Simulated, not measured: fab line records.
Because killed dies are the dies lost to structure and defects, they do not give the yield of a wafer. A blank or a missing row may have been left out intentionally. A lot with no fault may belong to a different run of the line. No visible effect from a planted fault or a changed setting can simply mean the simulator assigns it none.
The tool behind it: which one? / flow n5-finfet / 12 lots with 34 wafers sampled at 5 steps, on a route of 1938 steps

WHAT THE GAUGES READ, wafer by wafer
The record holds no reading of a measuring or inspecting step that can be judged against a usual standard deviation.

WHICH TOOL RAN EACH LOT (tool, then ch and the chambers of the sampled wafers, then the start)
lot=L276; N5_MOL_CONTACT_COAG_CONTACT_ETCH_14=rie-diel-02 ch 0,1,3, day 5 00:17; N5_MOL_CONTACT_COAG_PRE_CLEAN_141=pvd-sputter-03, day 5 02:25; N5_MOL_CONTACT_COAG_ALD_27=ald-sin-04 ch 0,1, day 5 06:13; N5_MOL_CONTACT_COAG_ALD_123=ald-sin-03 ch 0,2,3, day 5 08:08; N5_PASSIVATION_PROBE_49=-
lot=L277; N5_MOL_CONTACT_COAG_CONTACT_ETCH_14=rie-diel-04 ch 1,2,3, day 5 11:55; N5_MOL_CONTACT_COAG_PRE_CLEAN_141=pvd-sputter-03, day 5 14:16; N5_MOL_CONTACT_COAG_ALD_27=ald-sin-04 ch 1,2, day 5 20:50; N5_MOL_CONTACT_COAG_ALD_123=ald-sin-02 ch 1,3, day 5 23:11; N5_PASSIVATION_PROBE_49=-
lot=L278; N5_MOL_CONTACT_COAG_CONTACT_ETCH_14=rie-diel-06 ch 0,1, day 5 16:25; N5_MOL_CONTACT_COAG_PRE_CLEAN_141=pvd-sputter-02, day 5 21:05; N5_MOL_CONTACT_COAG_ALD_27=ald-sin-02 ch 2,3, day 6 01:08; N5_MOL_CONTACT_COAG_ALD_123=ald-sin-03 ch 2,3, day 6 03:02; N5_PASSIVATION_PROBE_49=-
lot=L279; N5_MOL_CONTACT_COAG_CONTACT_ETCH_14=rie-diel-06 ch 1,2, day 5 19:05; N5_MOL_CONTACT_COAG_PRE_CLEAN_141=pvd-sputter-02, day 5 20:45; N5_MOL_CONTACT_COAG_ALD_27=ald-sin-04 ch 1,2,3, day 6 00:36; N5_MOL_CONTACT_COAG_ALD_123=ald-sin-04 ch 0,1, day 6 02:57; N5_PASSIVATION_PROBE_49=-
lot=L280; N5_MOL_CONTACT_COAG_CONTACT_ETCH_14=rie-diel-02 ch 0,1, day 6 02:48; N5_MOL_CONTACT_COAG_PRE_CLEAN_141=pvd-sputter-01, day 6 05:49; N5_MOL_CONTACT_COAG_ALD_27=ald-sin-04 ch 0,2,3, day 6 09:25; N5_MOL_CONTACT_COAG_ALD_123=ald-sin-04 ch 1,2,3, day 6 11:19; N5_PASSIVATION_PROBE_49=prober-02, day 14 12:49
lot=L281; N5_MOL_CONTACT_COAG_CONTACT_ETCH_14=rie-diel-06 ch 0,1, day 6 04:56; N5_MOL_CONTACT_COAG_PRE_CLEAN_141=pvd-sputter-02, day 6 07:46; N5_MOL_CONTACT_COAG_ALD_27=ald-sin-04 ch 1,3, day 6 12:20; N5_MOL_CONTACT_COAG_ALD_123=ald-sin-02 ch 0,1,3, day 6 14:14; N5_PASSIVATION_PROBE_49=-
lot=L282; N5_MOL_CONTACT_COAG_CONTACT_ETCH_14=rie-diel-04 ch 0,1,3, day 6 10:25; N5_MOL_CONTACT_COAG_PRE_CLEAN_141=pvd-sputter-01, day 6 12:04; N5_MOL_CONTACT_COAG_ALD_27=ald-sin-04 ch 0,1,3, day 6 16:32; N5_MOL_CONTACT_COAG_ALD_123=ald-sin-02 ch 0,1, day 6 18:41; N5_PASSIVATION_PROBE_49=-
lot=L283; N5_MOL_CONTACT_COAG_CONTACT_ETCH_14=rie-diel-02 ch 2,3, day 6 15:55; N5_MOL_CONTACT_COAG_PRE_CLEAN_141=pvd-sputter-03, day 6 17:28; N5_MOL_CONTACT_COAG_ALD_27=ald-sin-04 ch 0,1, day 6 21:17; N5_MOL_CONTACT_COAG_ALD_123=ald-sin-04 ch 2,3, day 6 23:44; N5_PASSIVATION_PROBE_49=-
lot=L292; N5_MOL_CONTACT_COAG_CONTACT_ETCH_14=rie-diel-04 ch 1,2, day 8 23:13; N5_MOL_CONTACT_COAG_PRE_CLEAN_141=pvd-sputter-03, day 9 01:59; N5_MOL_CONTACT_COAG_ALD_27=ald-sin-02 ch 0,3, day 9 05:15; N5_MOL_CONTACT_COAG_ALD_123=ald-sin-03 ch 2,3, day 9 07:09; N5_PASSIVATION_PROBE_49=-
lot=L295; N5_MOL_CONTACT_COAG_CONTACT_ETCH_14=rie-diel-06 ch 0,2,3, day 9 19:39; N5_MOL_CONTACT_COAG_PRE_CLEAN_141=pvd-sputter-03, day 10 00:03; N5_MOL_CONTACT_COAG_ALD_27=ald-sin-02 ch 0,1, day 10 04:58; N5_MOL_CONTACT_COAG_ALD_123=ald-sin-02 ch 0,1,3, day 10 06:53; N5_PASSIVATION_PROBE_49=-
lot=L296; N5_MOL_CONTACT_COAG_CONTACT_ETCH_14=rie-diel-04 ch 0,1,2, day 9 21:44; N5_MOL_CONTACT_COAG_PRE_CLEAN_141=pvd-sputter-03, day 10 00:40; N5_MOL_CONTACT_COAG_ALD_27=ald-sin-03 ch 0,3, day 10 05:28; N5_MOL_CONTACT_COAG_ALD_123=ald-sin-03 ch 0,3, day 10 08:45; N5_PASSIVATION_PROBE_49=-
lot=L298; N5_MOL_CONTACT_COAG_CONTACT_ETCH_14=rie-diel-04 ch 0,2,3, day 10 12:42; N5_MOL_CONTACT_COAG_PRE_CLEAN_141=pvd-sputter-02, day 10 16:40; N5_MOL_CONTACT_COAG_ALD_27=ald-sin-02 ch 0,2, day 10 20:02; N5_MOL_CONTACT_COAG_ALD_123=ald-sin-02 ch 0,2, day 10 21:57; N5_PASSIVATION_PROBE_49=-
- N5_MOL_CONTACT_COAG_CONTACT_ETCH_14: etches SiO2 in C4F6/O2, target depth 27.5 nm, overetch 8.5 nm, time 20 s.
- N5_MOL_CONTACT_COAG_PRE_CLEAN_141: time 60 s.
- N5_MOL_CONTACT_COAG_ALD_27: deposits SiOC, target thk 17 nm, pulse time 1.5 s, time 2720 s.
- N5_MOL_CONTACT_COAG_ALD_123: deposits SiNx, target thk 5 nm, pulse time 1 s, purge time 2 s.
- N5_PASSIVATION_PROBE_49

WHAT THE TOOLS THEMSELVES READ (means of the sampled wafers that have a number; where no wafer has one, the mark that the record gives instead)
N5_MOL_CONTACT_COAG_CONTACT_ETCH_14.
lot=L276; tool=rie-diel-02; drypump-motor-current-A (A)=6.3; oes_ar_750_au (a.u.)=0.76; oes-product-au (a.u.)=0.66; rf-vpp-V (V)=692; showerhead-plenum-p-Torr (Torr)=2.85; throttle-valve-pct (%)=21.34
lot=L277; tool=rie-diel-04; drypump-motor-current-A (A)=5.9; oes_ar_750_au (a.u.)=0.76; oes-product-au (a.u.)=0.65; rf-vpp-V (V)=695; showerhead-plenum-p-Torr (Torr)=2.91; throttle-valve-pct (%)=21.18
lot=L278; tool=rie-diel-06; drypump-motor-current-A (A)=6.1; oes_ar_750_au (a.u.)=0.81; oes-product-au (a.u.)=0.70; rf-vpp-V (V)=692; showerhead-plenum-p-Torr (Torr)=2.86; throttle-valve-pct (%)=21.07
lot=L279; tool=rie-diel-06; drypump-motor-current-A (A)=5.5; oes_ar_750_au (a.u.)=0.82; oes-product-au (a.u.)=0.69; rf-vpp-V (V)=690; showerhead-plenum-p-Torr (Torr)=2.83; throttle-valve-pct (%)=21.08
lot=L280; tool=rie-diel-02; drypump-motor-current-A (A)=6.1; oes_ar_750_au (a.u.)=0.82; oes-product-au (a.u.)=0.69; rf-vpp-V (V)=693; showerhead-plenum-p-Torr (Torr)=2.88; throttle-valve-pct (%)=21.23
lot=L281; tool=rie-diel-06; drypump-motor-current-A (A)=6.0; oes_ar_750_au (a.u.)=0.82; oes-product-au (a.u.)=0.70; rf-vpp-V (V)=691; showerhead-plenum-p-Torr (Torr)=2.84; throttle-valve-pct (%)=21.04
lot=L282; tool=rie-diel-04; drypump-motor-current-A (A)=5.8; oes_ar_750_au (a.u.)=0.78; oes-product-au (a.u.)=0.66; rf-vpp-V (V)=694; showerhead-plenum-p-Torr (Torr)=2.90; throttle-valve-pct (%)=21.20
lot=L283; tool=rie-diel-02; drypump-motor-current-A (A)=6.3; oes_ar_750_au (a.u.)=0.69; oes-product-au (a.u.)=0.59; rf-vpp-V (V)=692; showerhead-plenum-p-Torr (Torr)=2.87; throttle-valve-pct (%)=21.60
lot=L292; tool=rie-diel-04; drypump-motor-current-A (A)=5.9; oes_ar_750_au (a.u.)=0.86; oes-product-au (a.u.)=0.73; rf-vpp-V (V)=696; showerhead-plenum-p-Torr (Torr)=2.99; throttle-valve-pct (%)=21.16
lot=L295; tool=rie-diel-06; drypump-motor-current-A (A)=5.9; oes_ar_750_au (a.u.)=0.74; oes-product-au (a.u.)=0.64; rf-vpp-V (V)=693; showerhead-plenum-p-Torr (Torr)=2.91; throttle-valve-pct (%)=21.18
lot=L296; tool=rie-diel-04; drypump-motor-current-A (A)=5.9; oes_ar_750_au (a.u.)=0.86; oes-product-au (a.u.)=0.74; rf-vpp-V (V)=696; showerhead-plenum-p-Torr (Torr)=2.98; throttle-valve-pct (%)=21.19
lot=L298; tool=rie-diel-04; drypump-motor-current-A (A)=5.9; oes_ar_750_au (a.u.)=0.88; oes-product-au (a.u.)=0.74; rf-vpp-V (V)=699; showerhead-plenum-p-Torr (Torr)=3.02; throttle-valve-pct (%)=21.03

N5_MOL_CONTACT_COAG_PRE_CLEAN_141.
lot=L276; tool=pvd-sputter-03; heater-power-w (W)=433
lot=L277; tool=pvd-sputter-03; heater-power-w (W)=429
lot=L278; tool=pvd-sputter-02; heater-power-w (W)=548
lot=L279; tool=pvd-sputter-02; heater-power-w (W)=484
lot=L280; tool=pvd-sputter-01; heater-power-w (W)=480
lot=L281; tool=pvd-sputter-02; heater-power-w (W)=441
lot=L282; tool=pvd-sputter-01; heater-power-w (W)=481
lot=L283; tool=pvd-sputter-03; heater-power-w (W)=422
lot=L292; tool=pvd-sputter-03; heater-power-w (W)=407
lot=L295; tool=pvd-sputter-03; heater-power-w (W)=446
lot=L296; tool=pvd-sputter-03; heater-power-w (W)=392
lot=L298; tool=pvd-sputter-02; heater-power-w (W)=484

N5_MOL_CONTACT_COAG_ALD_27.
lot=L276; tool=ald-sin-04; heater-power-w (W)=768; precursor-pulse-height-rel=1.011; run-length-s (s)=2769.7
lot=L277; tool=ald-sin-04; heater-power-w (W)=818; precursor-pulse-height-rel=1.017; run-length-s (s)=2769.2
lot=L278; tool=ald-sin-02; heater-power-w (W)=848; precursor-pulse-height-rel=1.004; run-length-s (s)=2770.6
lot=L279; tool=ald-sin-04; heater-power-w (W)=877; precursor-pulse-height-rel=1.014; run-length-s (s)=2769.1
lot=L280; tool=ald-sin-04; heater-power-w (W)=883; precursor-pulse-height-rel=1.014; run-length-s (s)=2769.1
lot=L281; tool=ald-sin-04; heater-power-w (W)=920; precursor-pulse-height-rel=1.010; run-length-s (s)=2768.9
lot=L282; tool=ald-sin-04; heater-power-w (W)=838; precursor-pulse-height-rel=0.994; run-length-s (s)=2769.5
lot=L283; tool=ald-sin-04; heater-power-w (W)=774; precursor-pulse-height-rel=1.007; run-length-s (s)=3385.4
lot=L292; tool=ald-sin-02; heater-power-w (W)=798; precursor-pulse-height-rel=0.997; run-length-s (s)=2770.6
lot=L295; tool=ald-sin-02; heater-power-w (W)=835; precursor-pulse-height-rel=1.003; run-length-s (s)=2770.2
lot=L296; tool=ald-sin-03; heater-power-w (W)=824; precursor-pulse-height-rel=1.003; run-length-s (s)=2770.5
lot=L298; tool=ald-sin-02; heater-power-w (W)=923; precursor-pulse-height-rel=1.010; run-length-s (s)=2770.5

N5_MOL_CONTACT_COAG_ALD_123.
lot=L276; tool=ald-sin-03; heater-power-w (W)=849; precursor-pulse-height-rel=0.998
lot=L277; tool=ald-sin-02; heater-power-w (W)=776; precursor-pulse-height-rel=1.004
lot=L278; tool=ald-sin-03; heater-power-w (W)=762; precursor-pulse-height-rel=1.015
lot=L279; tool=ald-sin-04; heater-power-w (W)=751; precursor-pulse-height-rel=0.991
lot=L280; tool=ald-sin-04; heater-power-w (W)=864; precursor-pulse-height-rel=1.008
lot=L281; tool=ald-sin-02; heater-power-w (W)=786; precursor-pulse-height-rel=1.018
lot=L282; tool=ald-sin-02; heater-power-w (W)=825; precursor-pulse-height-rel=1.005
lot=L283; tool=ald-sin-04; heater-power-w (W)=921; precursor-pulse-height-rel=0.992
lot=L292; tool=ald-sin-03; heater-power-w (W)=769; precursor-pulse-height-rel=0.995
lot=L295; tool=ald-sin-02; heater-power-w (W)=809; precursor-pulse-height-rel=0.982
lot=L296; tool=ald-sin-03; heater-power-w (W)=951; precursor-pulse-height-rel=1.011
lot=L298; tool=ald-sin-02; heater-power-w (W)=873; precursor-pulse-height-rel=0.999

N5_PASSIVATION_PROBE_49.
lot=L280 tool=prober-02 killed_at_M0_to_M3=35 killed_at_M4_up=9 killed-at-contacts=14 killed-at-front-end=43 killed-at-other=1.0 killed-dies=102 killed-open=69 killed-short=30

THE ANSWER, worked out from the rows above alone
Rule: the lots themselves supply what counts as usual. The widest of any qualifying gaps counts: lots, ordered by their means at a reading, are off when they make up no more than a third of the lots, leave a main group of 4 or more, and stand apart from it by 3 or more times the standard deviation of that group's means. Not used: any main group whose means are identical at the precision the tables above print for the reading. A lot without any number at a reading at which 4 lots or more have one is off too. All remaining lots with rows at the step are treated as sound. First the gauges in route order, then the tools' own readings, where a lot's mean is used as printed above. At the first step where some lot is off, the reading lying furthest off is the one used; lots without a number count as furthest.
Off: L283 (N5_MOL_CONTACT_COAG_ALD_27, run-length-s). The main group has a mean of 2769.8 s with a standard deviation of 0.65.
A tool fits if, at that step or a process step before it, it ran every lot that is off, and no sound lot after the first of them. 2 tools fit, rie-diel-02 at N5_MOL_CONTACT_COAG_CONTACT_ETCH_14 and ald-sin-04 at N5_MOL_CONTACT_COAG_ALD_27, so this cannot tell which one it is.

WHAT WAS PUT IN BY THE SIMULATOR
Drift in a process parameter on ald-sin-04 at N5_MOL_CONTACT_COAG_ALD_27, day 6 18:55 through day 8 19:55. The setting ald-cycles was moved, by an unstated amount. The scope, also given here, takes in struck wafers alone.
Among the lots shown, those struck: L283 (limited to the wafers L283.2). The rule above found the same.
